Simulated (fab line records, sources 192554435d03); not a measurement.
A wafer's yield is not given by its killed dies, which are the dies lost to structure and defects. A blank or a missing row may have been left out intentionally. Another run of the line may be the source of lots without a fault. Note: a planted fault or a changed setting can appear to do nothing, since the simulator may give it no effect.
fab line records	flow n5_finfet	part 1 of 2: steps 1 to 30 of 31
[record] lots = 6	wafers = 17	last_day = 17
route steps=1938 shown PASSIVATION@1904
lots untouched by any fault: they come from a run of this same line in which no faults occurred
start_h: hours from the record's opening day to when the first of the lot's shown wafers began	wait_h: hours since the lot's step before	" identical to the entry in the row above	L1.1+2: several wafers, shown together as one row	- either no value or no given start	* or withheld: withheld	< > ~ a bound
route shown NAME@n: NAME is a module with steps in the file, n the number in the route of the first one	usual: mean/standard deviation of fault-free wafers	same: alike in all rows	chamber/n: place in a boat	sites: the reading at each site	_std_site: the values' standard deviation	_edge_site: inner sites' mean taken away from outer sites' mean	radius_mm: for every site, how far away it sits from the centre of the wafer	mask NAME#n: copy n	behind: the last tool/chamber to shape the wafer	hold: why the lot went on hold/how many hours it stayed there/how the hold came to an end	device: the n, p or np transistor that did not switch	end of line: the route-end tests of the same wafers	for a step that has no rows: nothing shown but its recipe	killed: the dies lost at the first sort to structure and to defects; this is not the yield of the wafer	map: a wafer's dies, marking killed ones x, the rest . and places with no die _
set.NAME: the run value of the setting; set.NAME@STEP: its run value at that earlier step	model.NAME: the simulator's own value behind a step, which no gauge read
a table for each step, a row for each wafer; lots at some steps of the route
services: from which hour (start_h, from the record's first day; less than 0 if before it) a tool's chamber was out of use, for how many hours, and why
[[steps]]
[step N5_PASSIVATION_HARDBAKE_31]
[recipe] temp_c = 130	time_s = 120
[step N5_PASSIVATION_CD_MEAS_30]
[recipe] target_cd_nm = 4000	landing_energy_ev = 500	detector = se_inlens	polarity = opening
[usual] cd_nm = 3998.8/1.8
lot.wafer	tool	chamber	start_h	wait_h	cd_nm
L133.2	cd_sem-03	0	304.14	-	4001.2
L133.3	"	0	"	"	4000.7
L133.5	"	0	"	"	4001.2
L135.1	cd_sem-01	0	308.22	-	3994.9
L135.2	"	0	"	"	3997.5
L135.5	"	0	"	"	3998.2
L139.3	cd_sem-02	0	336.63	-	3999.1
L139.6	"	0	"	"	4000.6
L144.1	cd_sem-03	0	363.33	-	3997.3
L144.3	"	0	"	"	3999.3
L144.6	"	0	"	"	3998.5
L146.1	cd_sem-01	0	393.97	-	3999.7
L146.3	"	0	"	"	4001.6
L146.5	"	0	"	"	4000.7
L150.2	cd_sem-01	0	394.14	-	3999.9
L150.5	"	0	"	"	4002.5
L150.6	"	0	"	"	4001.0
[step N5_PASSIVATION_OVL_MEAS_63]
[recipe] points_per_wafer = 44
[usual] PAD_OVL = 3/5.2
lot.wafer	tool	chamber	start_h	wait_h	PAD_OVL[nm]
L133.2	overlay-02	0	304.17	0.0	3
L133.3	"	0	"	"	4
L133.5	"	0	"	"	2
L135.1	overlay-02	0	308.25	0.0	1
L135.2	"	0	"	"	15
L135.5	"	0	"	"	9
L139.3	overlay-02	0	336.66	0.0	-4
L139.6	"	0	"	"	10
L144.1	overlay-02	0	363.36	0.0	7
L144.3	"	0	"	"	-4
L144.6	"	0	"	"	5
L146.1	overlay-02	0	394.01	0.0	4
L146.3	"	0	"	"	8
L146.5	"	0	"	"	4
L150.2	overlay-02	0	394.17	0.0	6
L150.5	"	0	"	"	8
L150.6	"	0	"	"	0
[step N5_PASSIVATION_INSPECT_64]
[recipe] mode = adi	inspect_instrument = macro
[usual] raw_defect_count = 2.1/1.4
lot.wafer	tool	chamber	start_h	wait_h	raw_defect_count
L133.2	defect_inspect-02	-	304.20	0.0	3
L133.3	"	-	"	"	3
L133.5	"	-	"	"	3
L135.1	defect_inspect-01	-	308.27	0.0	2
L135.2	"	-	"	"	3
L135.5	"	-	"	"	2
L139.3	defect_inspect-02	-	336.69	0.0	0
L139.6	"	-	"	"	1
L144.1	defect_inspect-01	-	363.38	0.0	2
L144.3	"	-	"	"	4
L144.6	"	-	"	"	4
L146.1	defect_inspect-01	-	394.03	0.0	2
L146.3	"	-	"	"	2
L146.5	"	-	"	"	4
L150.2	defect_inspect-02	-	394.19	0.0	2
L150.5	"	-	"	"	0
L150.6	"	-	"	"	3
[step N5_PASSIVATION_DESCUM_32]
[recipe] chemistry = O2	time_s = 7.9	source_power_w = 50	bias_power_w = 20	pressure_mtorr = 20	rf_frequency_hz = 2.712e+07	temp_c = 40	o2_flow_sccm = 225
[usual] drypump_motor_current_A = 5.7/0.59	oes_product_au = 0.80/0.08	rf_vpp_V = 243.5/1.3	showerhead_plenum_p_Torr = 2.11/0.064	throttle_valve_pct = 20.36/0.25
lot.wafer	tool	chamber	start_h	wait_h	drypump_motor_current_A	oes_product_au	rf_hours_counter_h	rf_vpp_V	showerhead_plenum_p_Torr	throttle_valve_pct
L133.2	rie_diel-05	0	304.23	0.0	5.1	0.82	86	243.8	2.10	20.16
L133.3	"	1	"	"	5.5	0.69	228	244.7	2.13	20.61
L133.5	"	3	"	"	5.7	0.79	-	242.7	2.03	20.30
L135.1	rie_diel-04	3	308.36	0.1	6.2	0.72	221	244.5	2.16	20.73
L135.2	"	1	"	"	6.3	0.85	56	244.4	2.11	19.97
L135.5	"	2	"	"	4.9	0.92	-	246.6	2.22	20.18
L139.3	rie_diel-04	2	336.97	0.3	4.9	0.90	38	246.1	2.21	20.20
L139.6	"	2	"	"	4.9	0.90	-	246.0	2.21	20.19
L144.1	rie_diel-05	0	363.42	0.0	5.1	0.80	108	243.6	2.10	20.20
L144.3	"	2	"	"	6.6	0.78	117	243.5	2.10	20.25
L144.6	"	0	"	"	5.1	0.79	-	243.6	2.10	20.20
L146.1	rie_diel-05	2	394.06	0.0	6.6	0.77	130	244.8	2.09	20.30
L146.3	"	0	"	"	5.1	0.78	120	244.4	2.09	20.20
L146.5	"	1	"	"	5.5	1.01	-	243.5	2.12	20.31
L150.2	rie_diel-05	3	394.23	0.0	5.7	0.76	132	242.6	2.02	20.34
L150.5	"	0	"	"	5.1	0.78	-	243.8	2.09	20.22
L150.6	"	3	"	"	5.7	0.76	-	243.4	2.02	20.35
[step N5_PASSIVATION_AL_ETCH_33]
[recipe] chemistry = Cl2/BCl3	target_depth_a = 28000	over_etch_frac = 0.15	Cl2_flow_sccm = 180	bcl3_flow_sccm = 60	target = Al	stop_on = TaN	time_s = 466.7	ion_energy_ev = 100	pressure_mtorr = 10	icp_w = 900	bias_w = 100
[step N5_PASSIVATION_ETCH_59]
[recipe] chemistry = Cl2/BCl3	target = TaN	target_depth_a = 650	time_s = 34.9	ion_energy_ev = 100	pressure_mtorr = 10	icp_w = 900	bias_w = 100	Cl2_flow_sccm = 60	bcl3_flow_sccm = 30
[usual] drypump_motor_current_A = 5.7/0.52	oes_product_au = 0.82/0.068	throttle_valve_pct = 21.01/0.16
lot.wafer	tool	chamber	start_h	wait_h	drypump_motor_current_A	oes_product_au	rf_hours_counter_h	throttle_valve_pct
L133.2	rie_metal-02	1	304.72	0.3	5.9	0.82	35	20.77
L133.3	"	1	"	"	5.9	0.83	-	20.77
L133.5	"	0	"	"	5.0	0.84	-	20.90
L135.1	rie_metal-02	0	308.85	0.3	5.0	0.85	22	20.93
L135.2	"	1	"	"	5.9	0.81	36	20.79
L135.5	"	1	"	"	5.9	0.81	-	20.79
L139.3	rie_metal-03	1	337.48	0.2	5.2	0.90	-	21.00
L139.6	"	1	"	"	5.3	0.91	-	21.02
L144.1	rie_metal-02	1	363.90	0.3	5.9	0.81	41	20.79
L144.3	"	0	"	"	5.0	0.82	-	20.94
L144.6	"	0	"	"	4.9	0.83	-	20.94
L146.1	rie_metal-01	0	394.69	0.4	6.5	0.87	14	20.94
L146.3	"	0	"	"	6.5	0.87	-	20.94
L146.5	"	0	"	"	6.5	0.87	-	20.95
L150.2	rie_metal-02	1	394.72	0.3	5.9	0.78	44	20.84
L150.5	"	1	"	"	5.9	0.79	-	20.80
L150.6	"	0	"	"	4.9	0.81	-	20.96
[step N5_PASSIVATION_STRIP_34]
[recipe] chemistry = O2	power_w = 600	temp_c = 60	pressure_mtorr = 30	rf_frequency_hz = 6e+07	bias_power_w = 0	overash_fraction = 2	o2_flow_sccm = 225
[step N5_PASSIVATION_STRIP_51]
[recipe] chemistry = post_etch_residue_remover	time_s = 1200	temp_c = 72.5
[step N5_PASSIVATION_CLEAN_69]
[recipe] chemistry = IPA	time_s = 180	temp_c = 25
[step N5_PASSIVATION_SRD_70]
[recipe] dry = ipa_marangoni	time_s = 30	temp_c = 23	rinse_liquid = diw
[step N5_PASSIVATION_PECVD_53]
[recipe] material = SiO2	target_thk_a = 8000	temp_c = 400	precursor = TEOS/O2	pressure_torr = 6.5	rf_w = withheld	teos_flow_sccm = withheld	gas = O2	flow_sccm = 2650	time_s = 169.4
[step N5_PASSIVATION_PECVD_35]
[recipe] material = SiNx	target_thk_a = 7000	temp_c = 400	precursor = SiH4/NH3/N2	pressure_torr = 4.9	rf_w = 1406	time_s = 151.3
[usual] heater_power_w = 392/100	run_length_s = 195.5/0.49	showerhead_plenum_p_Torr = 8.68/0.05	susceptor_temp_C = 399.97/0.2	throttle_valve_pct = 29.7/1.9
lot.wafer	tool	chamber	start_h	wait_h	heater_power_w	run_length_s	showerhead_plenum_p_Torr	susceptor_temp_C	throttle_valve_pct	model.SiNx_of_PASSIVATION_PECVD_35.thk_nm
L133.2	pecvd-01	1	305.45	0.1	293	195.2	8.72	400.04	30.2	670.2
L133.3	"	0	"	"	442	194.4	8.68	399.93	31.4	669.4
L133.5	"	1	"	"	337	194.8	8.72	400.24	30.3	687.4
L135.1	pecvd-04	2	309.68	0.1	392	195.3	8.75	399.71	29.4	691.6
L135.2	"	0	"	"	286	195.4	8.74	399.58	28.3	698.6
L135.5	"	1	"	"	302	195.4	8.70	399.90	28.5	701.2
L139.3	pecvd-01	0	338.18	0.1	483	153.9	8.68	-	31.2	502.8
L139.6	"	2	"	"	446	195.2	8.75	400.00	27.6	695.6
L144.1	pecvd-01	2	364.63	0.1	530	195.4	8.70	399.92	27.6	691
L144.3	"	1	"	"	309	153.9	8.70	-	30.5	505.2
L144.6	"	0	"	"	410	194.6	8.67	400.11	31.3	692.4
L146.1	pecvd-03	1	395.45	0.1	530	196.3	8.62	399.74	33.5	697
L146.3	"	2	"	"	513	195.7	8.64	400.17	27.7	703.6
L146.5	"	2	"	"	544	195.8	8.62	400.07	28.1	708.4
L150.2	pecvd-04	2	395.54	0.1	338	195.4	8.72	400.18	29.9	698.4
L150.5	"	0	"	"	313	195.3	8.76	400.21	28.5	712
L150.6	"	2	"	"	399	195.6	8.75	400.01	30.2	694.6
[step N5_PASSIVATION_HMDS_37]
[recipe] time_s = 60	temp_c = 120
[step N5_PASSIVATION_COAT_38]
[recipe] spin_rpm = 3000	resist_thk_nm = withheld
[step N5_PASSIVATION_EBR_40]
[recipe] solvent = PGMEA	ebr_width_mm = 1.5
[step N5_PASSIVATION_SOFTBAKE_39]
[recipe] temp_c = 110	time_s = 120
[step N5_PASSIVATION_EXPOSE_41]
[recipe] mask_id = PASS_OPEN	na = 0.55	defocus_nm = 0	source_shape = conventional	sigma_outer = 0.8	polarization = unpolarized	target_cd_nm = 40000	dose_mj = 57.25
[step N5_PASSIVATION_PEB_42]
[recipe] peb_temp_c = withheld	peb_time_s = *
[step N5_PASSIVATION_DEVELOP_43]
[recipe] develop_time_s = 60	rinse_liquid = diw	dry = air_spin	dev_temp_c = 21
[step N5_PASSIVATION_HARDBAKE_45]
[recipe] temp_c = 130	time_s = 120
[step N5_PASSIVATION_CD_MEAS_44]
[recipe] target_cd_nm = 40000	landing_energy_ev = 500	detector = se_inlens
[usual] cd_nm = 40000/4
lot.wafer	tool	chamber	start_h	wait_h	cd_nm
L133.2	cd_sem-01	0	305.88	-	40005
L133.3	"	0	"	"	40001
L133.5	"	0	"	"	40000
L135.1	cd_sem-03	0	310.24	-	40001
L135.2	"	0	"	"	40005
L135.5	"	0	"	"	40000
L139.3	cd_sem-01	0	338.62	-	39999
L139.6	"	0	"	"	39999
L144.1	cd_sem-01	0	365.19	-	40002
L144.3	"	0	"	"	40000
L144.6	"	0	"	"	40004
L146.1	cd_sem-01	0	396.00	-	40009
L146.3	"	0	"	"	39999
L146.5	"	0	"	"	40005
L150.2	cd_sem-01	0	396.17	-	40003
L150.5	"	0	"	"	40005
L150.6	"	0	"	"	40006
[step N5_PASSIVATION_OVL_MEAS_66]
[recipe] points_per_wafer = 44
[usual] PASS_OPEN_OVL = 2/4.8
lot.wafer	tool	chamber	start_h	wait_h	PASS_OPEN_OVL[nm]
L133.2	overlay-02	0	305.91	0.0	5
L133.3	"	0	"	"	0
L133.5	"	0	"	"	-2
L135.1	overlay-01	0	310.27	0.0	-3
L135.2	"	0	"	"	3
L135.5	"	0	"	"	-2
L139.3	overlay-01	0	338.65	0.0	-3
L139.6	"	0	"	"	2
L144.1	overlay-01	0	365.22	0.0	-5
L144.3	"	0	"	"	-6
L144.6	"	0	"	"	0
L146.1	overlay-01	0	396.03	0.0	-8
L146.3	"	0	"	"	-5
L146.5	"	0	"	"	-3
L150.2	overlay-01	0	396.20	0.0	9
L150.5	"	0	"	"	-2
L150.6	"	0	"	"	8
[step N5_PASSIVATION_INSPECT_67]
[recipe] mode = adi	inspect_instrument = macro
[usual] raw_defect_count = 2.3/1.4
lot.wafer	tool	chamber	start_h	wait_h	raw_defect_count
L133.2	defect_inspect-01	-	305.93	0.0	5
L133.3	"	-	"	"	1
L133.5	"	-	"	"	0
L135.1	defect_inspect-01	-	310.30	0.0	2
L135.2	"	-	"	"	1
L135.5	"	-	"	"	3
L139.3	defect_inspect-01	-	338.67	0.0	1
L139.6	"	-	"	"	4
L144.1	defect_inspect-01	-	365.24	0.0	4
L144.3	"	-	"	"	1
L144.6	"	-	"	"	2
L146.1	defect_inspect-01	-	396.06	0.0	7
L146.3	"	-	"	"	4
L146.5	"	-	"	"	2
L150.2	defect_inspect-02	-	396.22	0.0	2
L150.5	"	-	"	"	3
L150.6	"	-	"	"	3
[step N5_PASSIVATION_DESCUM_46]
[recipe] chemistry = O2	time_s = 7.9	source_power_w = 50	bias_power_w = 20	pressure_mtorr = 20	rf_frequency_hz = 2.712e+07	temp_c = 40	o2_flow_sccm = 225
[usual] drypump_motor_current_A = 5.7/0.6	oes_product_au = 0.81/0.075	rf_vpp_V = 243.3/1.4	showerhead_plenum_p_Torr = 2.10/0.069	throttle_valve_pct = 20.38/0.24
lot.wafer	tool	chamber	start_h	wait_h	drypump_motor_current_A	oes_product_au	rf_hours_counter_h	rf_vpp_V	showerhead_plenum_p_Torr	throttle_valve_pct
L133.2	rie_diel-03	2	305.98	0.0	5.1	0.80	104	242.8	2.04	20.68
L133.3	"	0	"	"	5.7	0.88	49	245.3	2.22	20.39
L133.5	"	3	"	"	5.1	0.82	-	242.7	2.02	20.17
L135.1	rie_diel-04	0	310.37	0.1	6.1	0.69	233	242.4	2.07	20.85
L135.2	"	1	"	"	6.3	0.84	57	241.3	2.11	19.97
L135.5	"	0	"	"	6.2	0.69	-	242.1	2.07	20.83
L139.3	rie_diel-04	0	338.70	0.0	6.2	0.69	244	242.8	2.06	20.85
L139.6	"	2	"	"	4.9	0.89	-	244.8	2.21	20.19
L144.1	rie_diel-05	2	365.28	0.0	6.6	0.78	118	242.4	2.10	20.27
L144.3	"	3	"	"	5.7	0.77	121	241.8	2.02	20.33
L144.6	"	3	"	"	5.7	0.77	-	243.4	2.02	20.35
L146.1	rie_diel-04	0	396.09	0.0	6.2	0.95	10	241.8	2.06	20.43
L146.3	"	2	"	"	4.9	0.86	61	244.4	2.21	20.23
L146.5	"	0	"	"	6.2	0.95	-	242.6	2.06	20.43
L150.2	rie_diel-05	2	396.26	0.0	6.6	0.77	131	244.1	2.09	20.29
L150.5	"	3	"	"	5.7	0.76	-	240.9	2.02	20.36
L150.6	"	2	"	"	6.6	0.77	-	244.6	2.09	20.27
[step N5_PASSIVATION_PASS_ETCH_47]
[recipe] chemistry = CF4/O2	target = SiNx	target_depth_a = 7700	time_s = 385	ion_energy_ev = 100	pressure_mtorr = 40	source_w = 535	bias_w = 49	Ar_flow_sccm = 100	cf4_flow_sccm = 100	O2_flow_sccm = 10
[usual] drypump_motor_current_A = 5.7/0.6	oes_product_au = 0.81/0.071	rf_vpp_V = 239/4.4	showerhead_plenum_p_Torr = 2.22/0.073	throttle_valve_pct = 15.87/0.21
lot.wafer	tool	chamber	start_h	wait_h	drypump_motor_current_A	oes_product_au	rf_hours_counter_h	rf_vpp_V	showerhead_plenum_p_Torr	throttle_valve_pct
L133.2	rie_diel-03	2	306.02	0.0	5.1	0.79	104	242	2.14	15.89
L133.3	"	0	"	"	5.7	0.86	49	233	2.33	15.82
L133.5	"	3	"	"	5.1	0.81	-	247	2.15	15.69
L135.1	rie_diel-04	0	310.40	0.0	6.2	0.70	233	232	2.19	16.33
L135.2	"	1	"	"	6.3	0.85	57	242	2.24	15.52
L135.5	"	0	"	"	6.2	0.69	-	234	2.19	16.33
L139.3	rie_diel-04	0	338.74	0.0	6.1	0.69	244	232	2.18	16.35
L139.6	"	2	"	"	4.9	0.89	-	239	2.35	15.71
L144.1	rie_diel-05	2	365.31	0.0	6.6	0.77	118	242	2.21	15.75
L144.3	"	3	"	"	5.7	0.77	121	238	2.13	15.77
L144.6	"	3	"	"	5.7	0.77	-	238	2.13	15.77
L146.1	rie_diel-04	0	396.13	0.0	6.2	0.93	10	234	2.18	15.86
L146.3	"	2	"	"	4.9	0.84	61	240	2.34	15.76
L146.5	"	0	"	"	6.2	0.94	-	234	2.18	15.87
L150.2	rie_diel-05	2	396.29	0.0	6.6	0.76	131	241	2.21	15.76
L150.5	"	3	"	"	5.7	0.75	-	239	2.12	15.79
L150.6	"	2	"	"	6.6	0.76	-	243	2.21	15.76
[step N5_PASSIVATION_ETCH_54]
[recipe] chemistry = CHF3/O2	target = SiO2	target_depth_a = 8800	CHF3_flow_sccm = 50	O2_flow_sccm = 5	Ar_flow_sccm = 200	time_s = 440	mask_material = PR	pressure_mtorr = 30	source_w = 650	bias_w = 170	ion_energy_ev = 200
[usual] drypump_motor_current_A = 5.7/0.6	oes_product_au = 0.81/0.071	rf_vpp_V = 520/9.2	showerhead_plenum_p_Torr = 2.43/0.08	throttle_valve_pct = 18.82/0.22
lot.wafer	tool	chamber	start_h	wait_h	drypump_motor_current_A	oes_product_au	rf_hours_counter_h	rf_vpp_V	showerhead_plenum_p_Torr	throttle_valve_pct
L133.2	rie_diel-03	2	306.25	0.1	5.1	0.78	105	530	2.36	18.99
L133.3	"	0	"	"	5.7	0.86	49	509	2.55	18.77
L133.5	"	3	"	"	5.1	0.81	-	538	2.35	18.62
L135.1	rie_diel-04	0	310.63	0.1	6.1	0.69	233	509	2.40	19.29
L135.2	"	1	"	"	6.3	0.85	57	525	2.47	18.53
L135.5	"	0	"	"	6.2	0.70	-	510	2.40	19.29
L139.3	rie_diel-04	0	338.97	0.1	6.2	0.69	244	508	2.39	19.31
L139.6	"	2	"	"	4.9	0.88	-	520	2.57	18.67
L144.1	rie_diel-05	2	365.54	0.1	6.6	0.77	118	528	2.41	18.64
L144.3	"	3	"	"	5.7	0.77	121	516	2.31	18.60
L144.6	"	3	"	"	5.7	0.76	-	516	2.31	18.59
L146.1	rie_diel-04	0	396.35	0.1	6.2	0.94	10	510	2.39	18.88
L146.3	"	2	"	"	4.9	0.85	61	520	2.56	18.72
L146.5	"	0	"	"	6.2	0.94	-	510	2.39	18.87
L150.2	rie_diel-05	2	396.52	0.1	6.6	0.76	131	527	2.41	18.66
L150.5	"	3	"	"	5.7	0.76	-	516	2.30	18.60
L150.6	"	2	"	"	6.6	0.76	-	526	2.41	18.65
[step N5_PASSIVATION_STRIP_48]
[recipe] chemistry = O2	power_w = 600	temp_c = 60	pressure_mtorr = 30	rf_frequency_hz = 6e+07	bias_power_w = 0	overash_fraction = 0.5	o2_flow_sccm = 225
[step N5_PASSIVATION_STRIP_52]
[recipe] chemistry = post_etch_residue_remover	time_s = 1200	temp_c = 72.5
[usual] bath_guard_temp_C = 72.7/0.68	bath_heat_duty_pct = 14.4/1.3
lot.wafer	tool	chamber	start_h	wait_h	bath_guard_temp_C	bath_heat_duty_pct	model.SiNx_of_PASSIVATION_PECVD_35.thk_nm
L133.2	wet_bench-04	0	306.60	-	71.0	15.7	669.8
L133.3	"	5	"	"	73.0	14.5	669.2
L133.5	"	6	"	"	73.1	15.2	687.2
L135.1	wet_bench-06	0	310.99	-	72.2	14.2	691.2
L135.2	"	1	"	"	73.0	13.5	698.4
L135.5	"	7	"	"	73.2	15.9	700.8
L139.3	wet_bench-02	6	339.32	-	73.3	15.2	502.6
L139.6	"	2	"	"	73.5	14.1	695.2
L144.1	wet_bench-04	1	365.90	-	72.7	14.0	690.6
L144.3	"	6	"	"	73.3	16.2	504.8
L144.6	"	5	"	"	73.2	13.8	692.2
L146.1	wet_bench-02	6	396.71	-	73.1	14.3	696.8
L146.3	"	3	"	"	71.5	12.7	703.4
L146.5	"	0	"	"	73.9	14.6	708
L150.2	wet_bench-04	7	396.91	-	72.3	15.1	698
L150.5	"	3	"	"	73.5	13.3	711.6
L150.6	"	2	"	"	72.4	13.2	694.2
[step N5_PASSIVATION_CLEAN_71]
[recipe] chemistry = IPA	time_s = 180	temp_c = 25
[[key]]
[first_sign] step = N5_PASSIVATION_PECVD_35	reading = run_length_s	direction = down	sigmas = 84	usual = *	struck = *
effect none on later readings
[model_effect] step = N5_PASSIVATION_PECVD_35	value = SiNx_of_PASSIVATION_PECVD_35.thk_nm	without = 691.7	struck = 504
[model_effect] step = N5_PASSIVATION_STRIP_52	value = SiNx_of_PASSIVATION_PECVD_35.thk_nm	without = 691.3	struck = 503.7
met_at N5_PASSIVATION_PECVD_35
struck_wafers L139.3,L144.3
onset_between 305.45 338.18
[fault] kind = process_parameter_drift	tool = pecvd-01	chamber = -	onset_h = 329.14	steps = N5_PASSIVATION_PECVD_35	channel = time_s	offset = *	shape = step	end_h = 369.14	scope = struck_wafers_only	acts_in = *	stated = *
